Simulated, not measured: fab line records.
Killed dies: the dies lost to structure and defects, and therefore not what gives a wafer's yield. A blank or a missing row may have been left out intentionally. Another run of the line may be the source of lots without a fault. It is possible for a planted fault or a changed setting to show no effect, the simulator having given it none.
fab line records	flow nand_harc
[record] lots = 24	wafers = 72	last_day = 25
route steps=1159 shown A_CHANNEL_HOLE_D1@475 A_CHANNEL_FILL_D1@494
lots with no fault: from the same line, run without faults
start_h: the number of hours between the record's first day and the start of the first shown wafer of the lot	wait_h: hours elapsed since this lot's preceding step	" as in the row above	L1.1+2: several wafers, shown together as one row	- no value, or no start given	* or withheld: withheld	< > ~ a bound
route shown NAME@n: a module of which the file shows steps, and the number in the route of the first	usual: mean/standard deviation of fault-free wafers	same: alike in all rows	chamber/n: place in a boat	sites: per-site readings	_std_site: standard deviation across them	_edge_site: the outer-site mean with the inner-site mean subtracted	radius_mm: for every site, how far away it sits from the centre of the wafer	mask NAME#n: copy n	behind: the tool/chamber that last shaped the wafer	hold: cause of the lot's hold/its duration in hours/its outcome	device: which transistor (n, p or np) failed to switch	end of line: the route-end tests of the same wafers	a step with no rows: only its recipe	killed: dies that structure and defects cost at the first sort, which is not the same as the wafer's yield	map: shows each die of a wafer: x if killed, . if not, _ if none is there
set.NAME: the setting the step ran with; set.NAME@STEP: the setting that earlier step ran with	model.NAME: the simulator's own value behind a step, which no gauge read
steps of the route over a sample of lots; a table a step, a row a wafer
services: the hour from which a tool's chamber was out of use, counted from the record's first day as start_h (under 0 if before that day), plus the number of hours and why
[[steps]]
[step NHARC_A_CHANNEL_HOLE_D1_ETCH_23]
[recipe] bias_v = 5000	source_w = withheld	pressure_mtorr = 20	time_s = 819	ar_flow_sccm = 375	c4f8_flow_sccm = 89.3	o2_flow_sccm = 35.7	temp_c = -20	target_depth_a = 16000	chemistry = C4F8/O2/Ar
[usual] drypump_motor_current_A = 5.31/0.19	showerhead_plenum_p_Torr = 3.74/0.14	throttle_valve_pct = 32.154/0.01
lot.wafer	tool	chamber	start_h	wait_h	drypump_motor_current_A	rf_hours_counter_h	showerhead_plenum_p_Torr	throttle_valve_pct
L074.1	har_etch-02	0	180.29	0.5	5.12	99	3.88	32.168
L074.3	"	0	"	"	5.15	-	3.88	32.166
L074.6	"	1	"	"	5.23	-	3.54	32.165
L075.2	har_etch-01	0	181.67	0.5	5.64	193	3.82	32.146
L075.3	"	1	"	"	5.39	-	3.82	32.172
L075.6	"	0	"	"	5.67	-	3.82	32.160
L077.1	har_etch-02	1	189.97	0.5	5.19	103	3.54	32.154
L077.5	"	1	"	"	5.18	-	3.54	32.161
L077.6	"	0	"	"	5.12	-	3.87	32.142
L076.1	har_etch-01	0	190.12	0.5	5.64	197	3.82	32.164
L076.4	"	1	"	"	5.38	-	3.82	32.140
L076.5	"	1	"	"	5.41	-	3.82	32.166
L078.1	har_etch-02	1	202.32	0.5	5.22	110	3.54	32.152
L078.4	"	0	"	"	5.10	-	3.87	32.151
L078.6	"	0	"	"	5.10	-	3.87	32.142
L079.1	har_etch-02	1	206.38	0.5	5.21	114	3.54	32.164
L079.4	"	1	"	"	5.23	-	3.54	32.162
L079.6	"	0	"	"	5.13	-	3.87	32.162
L081.1	har_etch-01	1	214.16	0.5	5.36	203	3.82	32.160
L081.3	"	1	"	"	5.42	-	3.82	32.159
L081.4	"	0	"	"	5.63	-	3.82	32.139
L080.2	har_etch-02	0	214.37	0.5	5.13	118	3.87	32.165
L080.4	"	1	"	"	5.22	-	3.54	32.156
L080.6	"	1	"	"	5.21	-	3.54	32.167
L083.1	har_etch-02	0	233.85	0.5	5.13	123	3.86	32.172
L083.3	"	1	"	"	5.18	-	3.53	32.147
L083.6	"	0	"	"	5.12	-	3.86	32.152
L082.1	har_etch-01	1	234.87	0.5	5.34	209	3.81	32.144
L082.2	"	0	"	"	5.62	209	3.81	32.144
L082.4	"	1	"	"	5.36	-	3.81	32.139
L084.3	har_etch-01	1	247.63	0.5	5.36	-	3.81	32.162
L084.6	"	0	"	"	5.63	-	3.81	32.150
L084.5	"	1	"	"	5.40	-	3.81	32.168
L085.4	har_etch-02	1	248.15	0.5	5.20	-	3.53	32.157
L085.3	"	0	"	"	5.13	-	3.86	32.162
L085.5	"	0	"	"	5.12	-	3.86	32.150
L087.1	har_etch-01	0	251.42	0.5	5.64	220	3.81	32.171
L087.2	"	1	"	"	5.39	220	3.81	32.141
L087.6	"	1	"	"	5.38	-	3.81	32.166
L086.1	har_etch-02	0	256.87	0.5	5.13	137	3.86	32.150
L086.4	"	1	"	"	5.18	-	3.52	32.165
L086.6	"	0	"	"	5.13	-	3.85	32.132
L088.1	har_etch-01	1	257.82	0.5	5.35	226	3.81	32.143
L088.3	"	0	"	"	5.64	-	3.81	32.148
L088.5	"	1	"	"	5.39	-	3.81	32.139
L089.2	har_etch-02	0	267.58	0.5	5.14	143	3.85	32.152
L089.1	"	1	"	"	5.18	143	3.52	32.162
L089.5	"	1	"	"	5.23	-	3.52	32.147
L090.1	har_etch-02	0	274.26	0.5	5.13	147	3.85	32.155
L090.2	"	1	"	"	5.18	147	3.52	32.143
L090.4	"	1	"	"	5.18	-	3.52	32.155
L091.1	har_etch-01	0	280.85	0.5	5.64	234	3.80	32.161
L091.3	"	1	"	"	5.36	-	3.80	32.163
L091.4	"	0	"	"	5.63	-	3.80	32.160
L092.1	har_etch-02	0	281.87	0.5	5.14	151	3.85	32.146
L092.6	"	0	"	"	5.12	-	3.85	32.145
L092.5	"	1	"	"	5.19	-	3.52	32.142
L093.2	har_etch-01	1	291.34	0.5	5.32	238	3.80	32.160
L093.1	"	0	"	"	5.64	238	3.80	32.159
L093.3	"	0	"	"	5.64	-	3.80	32.158
L094.3	har_etch-02	1	297.69	0.5	5.22	-	3.52	32.154
L094.4	"	0	"	"	5.14	-	3.84	32.149
L094.6	"	1	"	"	5.22	-	3.51	32.139
L095.2	har_etch-01	1	299.16	0.5	5.36	243	3.80	32.175
L095.1	"	0	"	"	5.65	243	3.80	32.140
L095.6	"	0	"	"	5.64	-	3.80	32.149
L096.2	har_etch-02	0	307.86	0.5	5.11	160	3.84	32.177
L096.4	"	1	"	"	5.14	-	3.51	32.166
L096.5	"	1	"	"	5.15	-	3.51	32.141
L097.1	har_etch-02	0	324.46	0.5	5.11	175	3.83	32.175
L097.3	"	0	"	"	5.11	-	3.83	32.140
L097.6	"	0	"	"	5.12	-	3.83	32.166
[step NHARC_A_CHANNEL_HOLE_D1_ETCH_44]
[recipe] target_depth_a = 1400	overetch_a = 140	time_s = 77	ion_energy_ev = 100	cf4_flow_sccm = 80	o2_flow_sccm = 20	ar_flow_sccm = 0	rf_w = 300	bias_w = 100	chemistry = CF4/O2
[usual] drypump_motor_current_A = 5.7/0.35	oes_o_777_au = 1.000/0.0041	oes_product_au = 0.999/0.0092	rf_vpp_V = 197.7/1.5	showerhead_plenum_p_Torr = 1.33/0.064	throttle_valve_pct = 13.396/0.0083
lot.wafer	tool	chamber	start_h	wait_h	drypump_motor_current_A	oes_o_777_au	oes_product_au	rf_hours_counter_h	rf_vpp_V	showerhead_plenum_p_Torr	throttle_valve_pct
L074.3	rie_diel-02	3	183.56	0.1	5.6	0.995	0.992	1	196.9	1.31	13.383
L074.1	"	0	"	"	5.7	0.998	1.009	1	199.2	1.40	13.397
L074.6	"	3	"	"	5.6	1.001	0.987	-	198.3	1.31	13.403
L075.2	rie_diel-11	2	184.96	0.1	6.2	0.999	1.002	11	199.3	1.40	13.394
L075.3	"	3	"	"	5.3	1.006	0.998	10	197.7	1.26	13.406
L075.6	"	1	"	"	5.6	0.994	1.004	-	196.2	1.25	13.402
L077.1	rie_diel-02	3	193.33	0.1	5.5	0.997	0.988	2	197.3	1.31	13.414
L077.6	"	1	"	"	5.9	1.003	1.008	-	195.8	1.24	13.398
L077.5	"	2	"	"	5.4	0.996	0.996	-	199.4	1.42	13.384
L076.4	rie_diel-02	2	193.75	0.4	5.4	0.997	0.998	2	199.5	1.42	13.398
L076.1	"	3	"	"	5.6	1.003	0.991	2	197.0	1.31	13.404
L076.5	"	0	"	"	5.7	0.994	1.009	-	198.4	1.40	13.386
L078.4	rie_diel-11	3	205.51	0.1	5.3	1.003	0.996	1	196.8	1.26	13.391
L078.1	"	1	"	"	5.6	1.005	1.012	1	196.8	1.25	13.403
L078.6	"	2	"	"	6.1	1.002	0.991	-	198.5	1.40	13.389
L079.1	rie_diel-11	3	209.67	0.1	5.3	0.993	0.991	1	197.7	1.26	13.399
L079.4	"	0	"	"	5.3	1.006	1.002	1	198.8	1.41	13.392
L079.6	"	2	"	"	6.1	0.997	0.991	-	199.8	1.40	13.403
L081.3	rie_diel-11	0	217.47	0.1	5.3	0.998	0.995	1	198.8	1.41	13.391
L081.4	"	1	"	"	5.6	1.004	1.005	2	194.6	1.25	13.398
L081.1	"	2	"	"	6.2	0.997	0.998	2	199.5	1.40	13.399
L080.2	rie_diel-02	0	217.57	0.1	5.7	1.003	1.008	3	199.0	1.40	13.389
L080.4	"	1	"	"	5.9	0.997	1.011	3	195.9	1.24	13.395
L080.6	"	3	"	"	5.6	1.003	0.999	-	197.3	1.31	13.394
L083.1	rie_diel-11	3	237.03	0.1	5.3	1.001	1.000	3	197.4	1.26	13.397
L083.3	"	0	"	"	5.3	1.000	0.994	3	199.7	1.41	13.382
L083.6	"	2	"	"	6.2	0.995	0.999	-	197.3	1.40	13.404
L082.1	rie_diel-07	2	238.19	0.1	6.3	1.001	1.005	0	200.0	1.37	13.411
L082.4	"	3	"	"	6.1	0.998	1.015	0	195.5	1.28	13.408
L082.2	"	1	"	"	5.5	1.005	1.010	0	198.3	1.33	13.400
L084.3	rie_diel-07	2	250.56	0.0	6.3	1.005	0.983	1	197.5	1.37	13.392
L084.5	"	2	"	"	6.4	1.001	0.990	-	198.7	1.37	13.403
L084.6	"	3	"	"	6.1	1.002	0.997	-	195.5	1.28	13.410
L085.3	rie_diel-11	0	251.18	0.0	5.3	1.010	1.007	4	199.1	1.41	13.395
L085.4	"	2	"	"	6.2	0.998	0.998	3	199.4	1.40	13.390
L085.5	"	0	"	"	5.3	0.994	0.998	-	200.1	1.41	13.400
L087.2	rie_diel-07	0	254.75	0.1	5.2	1.003	0.989	2	197.5	1.33	13.400
L087.1	"	2	"	"	6.4	0.995	1.004	2	199.7	1.37	13.410
L087.6	"	3	"	"	6.1	1.003	1.003	-	196.6	1.28	13.370
L086.4	rie_diel-11	0	260.05	0.1	5.3	0.997	0.997	5	200.5	1.41	13.395
L086.1	"	3	"	"	5.3	1.003	1.001	5	196.7	1.26	13.413
L086.6	"	1	"	"	5.6	1.000	1.012	-	195.1	1.25	13.402
L088.1	rie_diel-07	2	261.01	0.1	6.3	1.004	0.992	2	198.7	1.37	13.389
L088.3	"	3	"	"	6.1	1.005	0.998	2	197.2	1.28	13.414
L088.5	"	2	"	"	6.3	0.999	0.994	-	197.9	1.37	13.386
L089.1	rie_diel-02	0	270.90	0.1	5.6	0.997	1.018	8	198.6	1.40	13.398
L089.2	"	2	"	"	5.4	1.004	0.993	9	198.6	1.42	13.383
L089.5	"	0	"	"	5.7	1.001	1.010	-	199.0	1.40	13.402
L090.4	rie_diel-02	0	277.55	0.0	5.7	1.012	1.004	9	199.0	1.40	13.409
L090.1	"	2	"	"	5.4	1.001	0.990	9	197.9	1.41	13.397
L090.2	"	3	"	"	5.6	1.000	0.981	8	198.3	1.31	13.391
L091.3	rie_diel-02	3	284.01	0.0	5.5	0.996	0.981	9	195.3	1.31	13.384
L091.4	"	0	"	"	5.7	0.993	1.016	9	199.6	1.40	13.400
L091.1	"	1	"	"	5.9	0.998	1.006	10	196.3	1.24	13.405
L092.1	rie_diel-02	1	285.19	0.1	5.9	1.002	1.008	10	197.6	1.24	13.389
L092.5	"	3	"	"	5.5	0.999	0.983	-	198.9	1.31	13.391
L092.6	"	0	"	"	5.7	0.996	1.003	-	199.2	1.40	13.391
L093.2	rie_diel-07	2	294.64	0.1	6.3	1.001	0.991	4	197.5	1.37	13.390
L093.1	"	3	"	"	6.1	0.999	1.004	3	196.5	1.28	13.397
L093.3	"	1	"	"	5.6	1.003	1.002	5	197.7	1.32	13.400
L094.3	rie_diel-07	0	300.76	0.1	5.2	0.997	0.977	6	196.8	1.33	13.407
L094.4	"	2	"	"	6.4	0.994	0.989	5	197.7	1.37	13.395
L094.6	"	0	"	"	5.2	1.006	0.987	-	199.0	1.33	13.392
L095.1	rie_diel-02	0	302.45	0.1	5.7	1.000	1.013	10	199.4	1.40	13.383
L095.2	"	2	"	"	5.4	0.991	1.000	11	199.4	1.41	13.400
L095.6	"	0	"	"	5.6	1.005	1.005	-	200.3	1.40	13.401
L096.2	rie_diel-11	1	311.00	0.1	5.6	0.995	1.011	7	195.9	1.25	13.393
L096.4	"	0	"	"	5.3	1.001	1.006	9	199.7	1.41	13.382
L096.5	"	1	"	"	5.6	1.000	1.008	-	196.0	1.25	13.398
L097.1	rie_diel-07	3	327.74	0.1	6.1	1.000	0.996	5	195.7	1.28	13.411
L097.3	"	0	"	"	5.1	0.997	0.985	7	197.4	1.33	13.385
L097.6	"	3	"	"	6.1	0.995	1.002	-	196.8	1.28	13.395
[step NHARC_A_CHANNEL_FILL_D1_ALD_14]
[recipe] target_thk_a = 25	pulse_time_s = 10	ald_cycles = 25	temp_c = 300	material = SiO2
[usual] heater_power_w = 468/32	precursor_pulse_height_rel = 1.000/0.019	susceptor_temp_C = 300.01/0.18
lot.wafer	tool	chamber	start_h	wait_h	heater_power_w	precursor_pulse_height_rel	susceptor_temp_C
L075.2	ald_hk-03	2	191.73	0.0	475	0.976	-
L075.3	"	3	"	"	496	1.007	-
L075.6	"	2	"	"	485	0.978	-
L074.3	ald_hk-02	3	191.76	0.1	475	1.005	299.69
L074.1	"	0	"	"	487	0.980	299.71
L074.6	"	3	"	"	485	1.008	299.88
L076.4	ald_hk-02	2	201.49	0.1	462	1.017	300.08
L076.1	"	0	"	"	465	1.031	300.07
L076.5	"	2	"	"	458	0.986	299.99
L077.1	ald_hk-01	0	201.49	0.1	427	1.009	300.12
L077.5	"	3	"	"	486	1.000	299.87
L077.6	"	0	"	"	419	0.950	299.77
L078.4	ald_hk-03	0	214.45	0.0	464	0.981	299.97
L078.1	"	3	"	"	495	1.016	300.14
L078.6	"	1	"	"	427	1.008	299.88
L079.1	ald_hk-02	0	217.91	0.0	492	0.990	300.03
L079.4	"	2	"	"	456	1.010	300.06
L079.6	"	1	"	"	432	0.999	300.05
L081.4	ald_hk-01	0	225.70	0.1	422	1.028	300.07
L081.1	"	1	"	"	489	1.006	299.98
L081.3	"	3	"	"	489	1.021	300.09
L080.4	ald_hk-03	3	225.74	0.1	477	1.010	300.30
L080.2	"	0	"	"	449	1.046	299.87
L080.6	"	2	"	"	503	1.001	300.26
L083.1	ald_hk-02	1	245.76	0.1	444	0.998	-
L083.3	"	2	"	"	460	0.987	-
L083.6	"	3	"	"	480	1.001	-
L082.4	ald_hk-02	3	245.90	0.3	470	1.008	299.94
L082.1	"	0	"	"	493	1.015	300.13
L082.2	"	1	"	"	432	1.023	299.97
L084.3	ald_hk-01	0	258.77	0.1	400	0.983	-
L084.5	"	3	"	"	509	1.016	-
L084.6	"	0	"	"	397	0.984	-
L085.3	ald_hk-01	1	259.03	0.3	498	1.022	299.87
L085.4	"	2	"	"	479	0.991	299.72
L085.5	"	3	"	"	504	0.988	299.77
L087.2	ald_hk-01	0	263.65	0.7	399	1.012	-
L087.1	"	3	"	"	505	0.980	-
L087.6	"	0	"	"	397	0.979	-
L086.4	ald_hk-02	3	270.17	0.0	466	1.004	299.77
L086.1	"	2	"	"	491	0.998	299.90
L086.6	"	0	"	"	480	1.009	300.07
L088.3	ald_hk-01	3	270.21	0.1	516	1.020	300.30
L088.1	"	1	"	"	496	0.984	300.19
L088.5	"	2	"	"	493	1.010	300.17
L089.1	ald_hk-01	2	279.05	0.0	477	1.009	300.27
L089.2	"	1	"	"	495	0.999	300.38
L089.5	"	2	"	"	483	1.010	300.05
L090.2	ald_hk-01	0	286.23	0.0	397	0.978	300.30
L090.1	"	1	"	"	496	0.997	299.70
L090.4	"	2	"	"	489	0.995	300.06
L091.4	ald_hk-01	3	292.14	0.0	519	0.986	300.15
L091.3	"	0	"	"	402	1.002	299.87
L091.1	"	2	"	"	488	0.996	299.86
L092.1	ald_hk-03	2	292.18	0.1	490	1.024	300.04
L092.6	"	1	"	"	438	0.971	299.89
L092.5	"	2	"	"	490	1.003	299.98
L093.1	ald_hk-02	0	303.14	0.0	493	1.018	299.83
L093.3	"	2	"	"	471	0.977	299.70
L093.2	"	3	"	"	494	0.987	299.54
L094.3	ald_hk-02	0	308.98	0.1	484	1.017	299.92
L094.4	"	1	"	"	430	1.004	300.12
L094.6	"	3	"	"	482	1.053	300.02
L095.1	ald_hk-02	2	309.12	0.3	478	0.980	300.08
L095.2	"	0	"	"	504	1.026	299.88
L095.6	"	2	"	"	475	1.030	300.12
L096.4	ald_hk-02	1	321.99	2.9	430	1.028	300.04
L096.2	"	2	"	"	474	0.980	300.01
L096.5	"	0	"	"	500	1.057	299.99
L097.1	ald_hk-02	1	334.85	0.0	417	0.971	300.13
L097.3	"	0	"	"	497	0.998	300.04
L097.6	"	2	"	"	473	1.016	299.75
[step NHARC_A_CHANNEL_FILL_D1_THK_MEAS_06]
[recipe] thk_meas_gauge = ellipsometry
[usual] thk_nm = 5.1/1
lot.wafer	tool	chamber	start_h	wait_h	thk_nm
L074.1	film_metro-02	-	220.28	0.4	5.7
L074.3	"	-	"	"	4.5
L074.6	"	-	"	"	3.9
L075.2	film_metro-01	-	220.28	0.4	5.7
L075.3	"	-	"	"	3.2
L075.6	"	-	"	"	3.6
L077.1	film_metro-01	-	230.69	0.4	6.1
L077.5	"	-	"	"	6.4
L077.6	"	-	"	"	4.5
L076.1	film_metro-02	-	230.69	0.4	4.0
L076.4	"	-	"	"	5.4
L076.5	"	-	"	"	3.6
L078.1	film_metro-02	-	243.35	0.4	7.3
L078.4	"	-	"	"	6.4
L078.6	"	-	"	"	5.7
L079.1	film_metro-01	-	246.61	0.4	5.2
L079.4	"	-	"	"	5.0
L079.6	"	-	"	"	4.5
L080.2	film_metro-02	-	257.90	0.4	5.8
L080.4	"	-	"	"	3.7
L080.6	"	-	"	"	3.2
L081.1	film_metro-01	-	257.92	0.4	6.3
L081.3	"	-	"	"	5.1
L081.4	"	-	"	"	4.8
L082.1	film_metro-02	-	274.71	0.4	6.8
L082.2	"	-	"	"	3.4
L082.4	"	-	"	"	4.8
L083.1	film_metro-01	-	274.71	0.4	5.2
L083.3	"	-	"	"	3.2
L083.6	"	-	"	"	5.8
L084.3	film_metro-01	-	287.22	0.4	5.9
L084.5	"	-	"	"	7.5
L084.6	"	-	"	"	6.0
L085.3	film_metro-02	-	287.22	0.4	5.3
L085.4	"	-	"	"	4.8
L085.5	"	-	"	"	3.8
L087.1	film_metro-01	-	293.08	0.4	3.4
L087.2	"	-	"	"	4.0
L087.6	"	-	"	"	5.7
L086.1	film_metro-02	-	302.72	0.4	4.2
L086.4	"	-	"	"	4.6
L086.6	"	-	"	"	6.1
L088.1	film_metro-02	-	302.73	0.4	6.0
L088.3	"	-	"	"	5.0
L088.5	"	-	"	"	6.0
L089.1	film_metro-02	-	308.53	0.4	4.4
L089.2	"	-	"	"	3.7
L089.5	"	-	"	"	3.7
L091.1	film_metro-01	-	318.15	0.4	5.7
L091.3	"	-	"	"	5.6
L091.4	"	-	"	"	4.7
L092.1	film_metro-02	-	318.15	0.4	5.6
L092.5	"	-	"	"	4.8
L092.6	"	-	"	"	6.3
L090.1	film_metro-01	-	318.15	0.4	6.7
L090.2	"	-	"	"	5.3
L090.4	"	-	"	"	5.3
L093.1	film_metro-02	-	332.23	0.4	4.4
L093.2	"	-	"	"	4.4
L093.3	"	-	"	"	4.8
L095.1	film_metro-01	-	338.09	0.4	4.2
L095.2	"	-	"	"	4.7
L095.6	"	-	"	"	4.0
L094.3	film_metro-02	-	338.09	0.4	6.4
L094.4	"	-	"	"	3.7
L094.6	"	-	"	"	6.1
L096.2	film_metro-01	-	351.34	0.4	6.0
L096.4	"	-	"	"	5.5
L096.5	"	-	"	"	3.2
L097.1	film_metro-02	-	364.15	0.4	5.6
L097.3	"	-	"	"	5.1
L097.6	"	-	"	"	5.3
[step NHARC_A_CHANNEL_FILL_D1_ALD_25]
[recipe] target_thk_a = 600	pulse_time_s = 10	ald_cycles = 600	temp_c = 300	material = SiOx
[usual] heater_power_w = 469/30	precursor_pulse_height_rel = 1.001/0.018	susceptor_temp_C = 299.99/0.19
lot.wafer	tool	chamber	start_h	wait_h	heater_power_w	precursor_pulse_height_rel	susceptor_temp_C
L074.1	ald_hk-01	0	220.94	0.7	423	1.009	300.06
L074.3	"	2	222.15	1.9	508	1.004	299.78
L074.6	"	0	223.37	3.1	413	1.013	300.16
L075.2	ald_hk-02	3	221.57	1.3	480	0.999	299.83
L075.3	"	0	"	"	482	0.975	300.13
L075.6	"	2	223.43	3.2	463	1.023	299.90
L077.1	ald_hk-02	1	230.74	0.1	439	1.027	299.80
L077.6	"	1	233.21	2.5	436	0.997	299.67
L077.5	"	2	"	"	471	1.010	300.12
L076.4	ald_hk-03	2	231.35	0.7	498	1.028	300.05
L076.1	"	0	232.56	1.9	468	1.018	300.13
L076.5	"	1	"	"	441	1.001	299.87
L078.4	ald_hk-01	1	243.41	0.1	482	1.039	300.11
L078.1	"	2	244.63	1.3	489	0.996	299.56
L078.6	"	1	248.31	5.0	500	1.005	300.08
L079.4	ald_hk-02	1	248.88	2.3	439	1.019	300.43
L079.1	"	2	"	"	465	1.007	300.01
L079.6	"	2	252.00	5.4	469	0.990	299.78
L080.4	ald_hk-03	0	257.95	0.0	461	1.023	-
L080.2	"	2	259.16	1.3	478	1.000	-
L080.6	"	0	260.37	2.5	473	1.004	-
L081.1	ald_hk-02	1	257.97	0.1	442	0.958	299.99
L081.3	"	2	"	"	467	0.997	299.82
L081.4	"	0	259.83	1.9	486	0.980	299.79
L082.4	ald_hk-03	1	274.76	0.0	442	1.008	299.89
L082.2	"	2	"	"	481	1.028	300.13
L082.1	"	0	276.63	1.9	475	1.020	299.91
L083.3	ald_hk-01	3	274.76	0.1	509	0.987	300.05
L083.1	"	2	276.64	1.9	483	0.986	299.72
L083.6	"	3	"	"	508	1.015	300.19
L084.3	ald_hk-01	0	287.89	0.7	397	0.987	299.86
L084.5	"	3	289.72	2.5	494	1.024	299.90
L084.6	"	0	"	"	405	0.990	299.71
L085.3	ald_hk-03	1	287.90	0.7	438	0.986	300.03
L085.4	"	3	289.13	1.9	489	1.001	300.30
L085.5	"	0	"	"	463	1.005	300.34
L087.1	ald_hk-01	1	296.09	3.0	484	1.008	299.45
L087.2	"	0	297.93	4.9	396	0.978	299.87
L087.6	"	1	"	"	491	0.988	299.70
L088.1	ald_hk-01	2	302.78	0.1	491	1.001	299.79
L088.3	"	1	306.46	3.7	501	1.001	299.74
L088.5	"	2	307.68	5.0	491	1.026	299.65
L086.1	ald_hk-03	1	304.02	1.3	439	1.001	299.80
L086.4	"	2	"	"	491	0.973	300.25
L086.6	"	0	305.89	3.2	466	1.007	300.27
L089.1	ald_hk-03	0	308.59	0.1	457	1.020	299.60
L089.2	"	2	309.83	1.3	496	1.008	300.17
L089.5	"	0	311.07	2.5	464	0.995	300.07
L091.4	ald_hk-03	2	318.20	0.0	495	0.984	299.96
L091.3	"	3	"	"	476	0.991	300.31
L091.1	"	0	"	"	461	1.026	300.11
L090.1	ald_hk-01	3	318.82	0.7	511	0.999	299.63
L090.2	"	0	"	"	383	0.987	300.11
L090.4	"	1	"	"	493	0.980	299.92
L092.1	ald_hk-02	0	320.02	1.9	495	1.004	300.25
L092.5	"	1	"	"	421	1.006	300.22
L092.6	"	2	"	"	480	1.016	299.89
L093.3	ald_hk-01	2	332.29	0.1	494	1.022	300.05
L093.2	"	3	"	"	506	1.016	300.09
L093.1	"	0	"	"	405	0.970	299.73
L095.1	ald_hk-02	3	338.15	0.1	486	0.979	299.94
L095.2	"	2	341.84	3.7	475	0.992	300.10
L095.6	"	3	343.08	5.0	487	0.995	300.05
L094.3	ald_hk-03	0	338.43	0.3	461	1.023	300.04
L094.4	"	1	"	"	441	0.997	300.12
L094.6	"	1	341.51	3.4	434	0.995	300.14
L096.2	ald_hk-02	1	351.39	0.1	422	1.016	300.23
L096.4	"	0	353.24	1.9	480	0.996	299.89
L096.5	"	2	354.47	3.1	457	0.999	300.12
L097.1	ald_hk-02	2	364.82	0.7	484	1.024	299.99
L097.3	"	3	"	"	497	1.025	299.91
L097.6	"	2	367.29	3.1	479	1.001	300.06
[step NHARC_A_CHANNEL_FILL_D1_CMP_10]
[recipe] target_thk_nm = 150
[usual] motor_current_A = 12.6/1.6	time_to_endpoint_s = 14.2/2.5
lot.wafer	tool	chamber	start_h	wait_h	motor_current_A	time_to_endpoint_s
L074.3	cmp-04	0	231.56	0.4	13.5	13.3
L074.1	"	1	"	"	15.2	14.6
L074.6	"	1	"	"	15.3	14.0
L075.3	cmp-04	1	231.71	0.5	14.7	11.6
L075.2	"	2	"	"	12.9	12.3
L075.6	"	1	"	"	15.9	15.0
L076.1	cmp-04	0	242.19	0.4	12.5	12.6
L076.4	"	3	"	"	13.3	15.1
L076.5	"	1	"	"	15.6	13.4
L077.1	cmp-01	1	242.24	0.4	11.2	12.7
L077.5	"	3	"	"	12.1	10.8
L077.6	"	0	"	"	9.4	12.0
L078.1	cmp-04	3	258.55	0.4	13.9	14.8
L078.4	"	0	"	"	13.0	12.0
L078.6	"	0	"	"	13.2	11.8
L079.1	cmp-02	0	258.58	0.4	12.7	8.5
L079.4	"	2	"	"	12.7	11.9
L079.6	"	3	"	"	9.3	10.4
L081.1	cmp-01	2	269.33	0.4	12.7	13.2
L081.3	"	3	"	"	12.1	10.8
L081.4	"	1	"	"	11.2	11.9
L080.2	cmp-04	3	269.35	0.4	13.0	16.5
L080.4	"	0	"	"	13.7	12.7
L080.6	"	2	"	"	13.8	12.5
L082.4	cmp-04	3	286.03	0.4	12.8	16.6
L082.2	"	0	"	"	13.6	17.3
L082.1	"	1	"	"	15.0	16.8
L083.1	cmp-01	1	286.03	0.4	11.4	15.9
L083.3	"	0	"	"	9.6	16.1
L083.6	"	2	"	"	13.4	16.8
L084.3	cmp-02	3	298.65	0.4	9.6	11.8
L084.5	"	3	"	"	9.6	7.2
L084.6	"	0	"	"	13.9	9.9
L085.4	cmp-04	0	298.70	0.4	13.3	14.2
L085.3	"	1	"	"	14.3	16.6
L085.5	"	2	"	"	13.3	16.7
L087.2	cmp-01	0	307.53	0.4	9.5	15.9
L087.1	"	2	"	"	12.8	16.0
L087.6	"	1	"	"	10.7	16.6
L086.1	cmp-02	2	314.28	0.4	13.5	14.5
L086.4	"	3	"	"	9.2	12.6
L086.6	"	1	"	"	12.9	15.9
L089.1	cmp-01	0	317.84	0.4	9.7	14.5
L089.2	"	1	"	"	11.6	16.0
L089.5	"	0	"	"	10.0	14.0
L088.3	cmp-02	1	317.86	0.4	12.8	16.6
L088.1	"	2	"	"	13.1	13.4
L088.5	"	1	"	"	13.7	17.4
L090.4	cmp-04	2	331.02	0.4	13.3	16.6
L090.1	"	3	"	"	13.3	19.1
L090.2	"	0	"	"	13.6	13.9
L092.1	cmp-01	0	331.10	0.5	9.7	13.0
L092.5	"	1	"	"	11.1	15.5
L092.6	"	2	"	"	12.6	15.3
L091.4	cmp-04	0	331.15	0.5	12.8	12.6
L091.3	"	2	"	"	13.8	15.3
L091.1	"	3	"	"	13.7	17.2
L093.2	cmp-04	2	343.77	0.4	13.3	15.7
L093.1	"	3	"	"	12.5	20.9
L093.3	"	1	"	"	14.8	16.5
L094.4	cmp-01	3	349.79	0.4	12.3	10.4
L094.3	"	0	"	"	9.6	11.4
L094.6	"	3	"	"	12.4	12.4
L095.1	cmp-01	3	353.30	0.4	12.6	13.4
L095.2	"	1	"	"	11.4	13.4
L095.6	"	3	"	"	12.0	12.5
L096.2	cmp-01	3	362.80	0.4	12.5	14.1
L096.4	"	2	"	"	12.4	12.9
L096.5	"	3	"	"	12.5	13.8
L097.1	cmp-02	3	375.73	0.4	9.6	15.6
L097.3	"	2	"	"	14.2	15.0
L097.6	"	3	"	"	9.6	13.4
[[services]]
tool	chamber	start_h	hours	kind
rie_diel-11	3	173.10	4.8	repair
cmp-01	-	179.74	4.0	pm
cmp-04	-	182.09	0.2	repair
rie_diel-11	-	189.51	9.0	pm
cmp-04	-	198.40	1.2	repair
har_etch-01	-	199.91	7.6	repair
cmp-04	-	203.01	4.0	pm
har_etch-01	-	207.76	3.0	repair
cmp-04	-	222.23	3.9	repair
ald_hk-01	-	228.00	10.0	pm
cmp-04	-	234.78	1.7	repair
rie_diel-02	3	256.32	3.9	repair
cmp-01	-	258.10	5.2	repair
har_etch-01	-	274.04	0.7	repair
cmp-01	-	277.74	4.0	pm
cmp-04	-	301.01	4.0	pm
har_etch-01	-	305.00	17.0	pm
cmp-01	-	318.67	5.0	repair
ald_hk-01	-	323.00	0.9	repair
ald_hk-03	-	323.81	10.0	pm
rie_diel-02	-	327.70	9.0	pm
cmp-04	-	349.64	5.2	repair
rie_diel-02	0	350.89	9.2	repair
cmp-04	-	369.78	0.2	repair
[[key]]
fault none
